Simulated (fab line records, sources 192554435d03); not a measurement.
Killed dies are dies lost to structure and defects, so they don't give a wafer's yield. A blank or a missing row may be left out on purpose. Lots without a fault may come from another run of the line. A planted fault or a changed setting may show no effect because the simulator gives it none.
Chamber matching | flow n5_finfet | N5_BEOL_M1_ETCH_74 on rie_diel-03: 4 sister chambers
The step etches underlayer in N2/H2, target depth 6.5 nm, time 5.2 s. 18 wafers are shown with their chamber, then 9 later ones without.

WAFERS WITH THEIR CHAMBER
wafer  | chamber | showerhead_plenum_p_Torr (Torr) | drypump_motor_current_A (A) | throttle_valve_pct (%)
L074.1 | 2       | 2.68                            | 5.4                         | 18.09
L074.2 | 3       | 2.49                            | 4.7                         | 17.95
L074.6 | 1       | 2.59                            | 6.0                         | 17.68
L078.3 | 1       | 2.58                            | 6.0                         | 17.64
L078.5 | 3       | 2.49                            | 4.7                         | 17.93
L078.6 | 0       | 2.41                            | 5.2                         | 18.05
L079.2 | 0       | 2.41                            | 5.2                         | 18.08
L079.4 | 3       | 2.49                            | 4.7                         | 17.96
L079.5 | 1       | 2.58                            | 5.9                         | 17.69
L080.3 | 3       | 2.48                            | 4.8                         | 17.96
L080.5 | 1       | 2.58                            | 5.9                         | 17.68
L080.6 | 2       | 2.68                            | 5.4                         | 18.11
L086.1 | 1       | 2.58                            | 5.9                         | 17.71
L086.2 | 2       | 2.68                            | 5.4                         | 18.11
L086.3 | 0       | 2.41                            | 5.3                         | 18.08
L090.3 | 3       | 2.48                            | 4.7                         | 18.00
L090.5 | 1       | 2.57                            | 6.0                         | 17.70
L090.6 | 2       | 2.67                            | 5.4                         | 18.12

SIGNATURES (means of the wafers above)
reading                  | chamber 0 | chamber 1 | chamber 2 | chamber 3 | scatter within a chamber
showerhead_plenum_p_Torr | 2.4100    | 2.5800    | 2.6775    | 2.4860    | 0.00531
drypump_motor_current_A  | 5.233     | 5.950     | 5.400     | 4.720     | 0.046
throttle_valve_pct       | 18.0700   | 17.6833   | 18.1075   | 17.9600   | 0.0217
Rule: a wafer's distance from a chamber is the root of the sum, over the readings, of the square of ((its reading less the chamber's mean) divided by the reading's scatter). The wafer belongs to the nearest chamber; if the next one is less than 2 further off, it can't be placed. The scatter: the root of (the sum of the squares of (reading less its chamber's mean) over the shown wafers, divided by (wafers less chambers)).

WAFERS WITHOUT THEIR CHAMBER
wafer  | showerhead_plenum_p_Torr (Torr) | drypump_motor_current_A (A) | throttle_valve_pct (%)
L091.2 | 2.47                            | 4.7                         | 17.98
L091.4 | 2.57                            | 5.9                         | 17.71
L091.5 | 2.67                            | 5.4                         | 18.11
L095.3 | 2.47                            | 4.8                         | 18.03
L095.4 | 2.57                            | 5.9                         | 17.73
L095.5 | 2.47                            | 4.7                         | 18.04
L096.3 | 2.72                            | 5.2                         | 17.69
L096.4 | 2.56                            | 5.9                         | 17.76
L096.5 | 2.57                            | 5.9                         | 17.75

WHICH CHAMBER EACH WENT THROUGH
wafer  | from the rows above | in truth
L091.2 | 3                   | 3
L091.4 | 1                   | 1
L091.5 | 2                   | 2
L095.3 | 3                   | 3
L095.4 | 1                   | 1
L095.5 | 3                   | 3
L096.3 | 2                   | 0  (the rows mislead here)
L096.4 | 1                   | 1
L096.5 | 1                   | 1
Placed correctly: 8 of 9. Can't be placed from these rows: 0. Placed wrongly: 1.
